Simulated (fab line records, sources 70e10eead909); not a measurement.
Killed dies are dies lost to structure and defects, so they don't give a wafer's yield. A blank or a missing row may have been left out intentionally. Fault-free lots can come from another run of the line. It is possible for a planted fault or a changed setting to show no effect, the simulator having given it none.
Matching of chambers    flow nandHarc    4 sister chambers for NHARC_P_M2_STRIP_18 on rieDiel-13
The step strips in N2/H2. 20 wafers are shown with their chamber, then 10 later ones without.

== WAFERS WITH THEIR CHAMBER ==
wafer   chamber  showerheadPlenumPTorr (Torr)  drypumpMotorCurrentA (A)  h2FlowSccm (sccm)
L080.3  1        2.20                          5.4                       150.3
L080.5  0        2.06                          6.1                       149.6
L080.6  3        2.13                          5.9                       149.5
L081.3  3        2.13                          5.9                       150.2
L081.4  0        2.06                          6.1                       149.4
L081.5  3        2.13                          5.9                       149.8
L082.1  2        2.13                          5.1                       149.9
L082.2  0        2.06                          6.1                       149.1
L082.3  3        2.13                          5.9                       150.0
L083.1  0        2.06                          6.1                       149.9
L083.5  3        2.13                          5.8                       149.7
L083.6  2        2.13                          5.1                       150.5
L084.3  3        2.13                          5.9                       150.3
L084.4  0        2.06                          6.1                       150.0
L084.6  2        2.13                          5.1                       150.3
L089.1  3        2.13                          5.8                       149.8
L089.2  1        2.19                          5.5                       150.0
L089.6  3        2.13                          5.8                       149.8
L088.1  3        2.13                          5.8                       150.1
L088.5  3        2.13                          5.8                       150.2

SIGNATURES (averages over the wafers above)
reading                chamber 0  chamber 1  chamber 2  chamber 3  scatter within a chamber
showerheadPlenumPTorr  2.0600     2.1950     2.1300     2.1300     0.00177
drypumpMotorCurrentA   6.100      5.450      5.100      5.850      0.0433
h2FlowSccm             149.600    150.150    150.233    149.940    0.293
Rule: a wafer's distance from a chamber is the root of the sum, over the readings, of the square of ((its reading less the chamber's mean) divided by the reading's scatter). If the next closest chamber is less than 2 further off than the closest, the wafer can't be placed; otherwise it belongs to the closest. The scatter is the square root of a quotient: the sum, over the shown wafers, of each reading's squared deviation from its chamber's mean, divided by wafers minus chambers.

== WAFERS WITHOUT THEIR CHAMBER ==
wafer   showerheadPlenumPTorr (Torr)  drypumpMotorCurrentA (A)  h2FlowSccm (sccm)
L088.6  2.13                          5.0                       150.3
L091.1  2.13                          5.8                       149.7
L091.2  2.06                          6.1                       149.5
L091.4  2.19                          5.5                       149.5
L093.2  2.19                          5.5                       150.1
L093.3  2.12                          5.8                       149.7
L093.5  2.06                          6.2                       150.8
L095.1  2.06                          6.1                       149.9
L095.2  2.13                          5.1                       149.7
L095.3  2.12                          5.9                       149.6

== WHICH CHAMBER EACH ONE RAN IN ==
wafer   from the rows above  in truth
L088.6  2                    2
L091.1  3                    3
L091.2  0                    0
L091.4  1                    1
L093.2  1                    1
L093.3  3                    3
L093.5  0                    0
L095.1  0                    0
L095.2  2                    2
L095.3  3                    3
10 of 10 placed correctly. Left unplaced by these rows: 0. 0 placed wrongly.
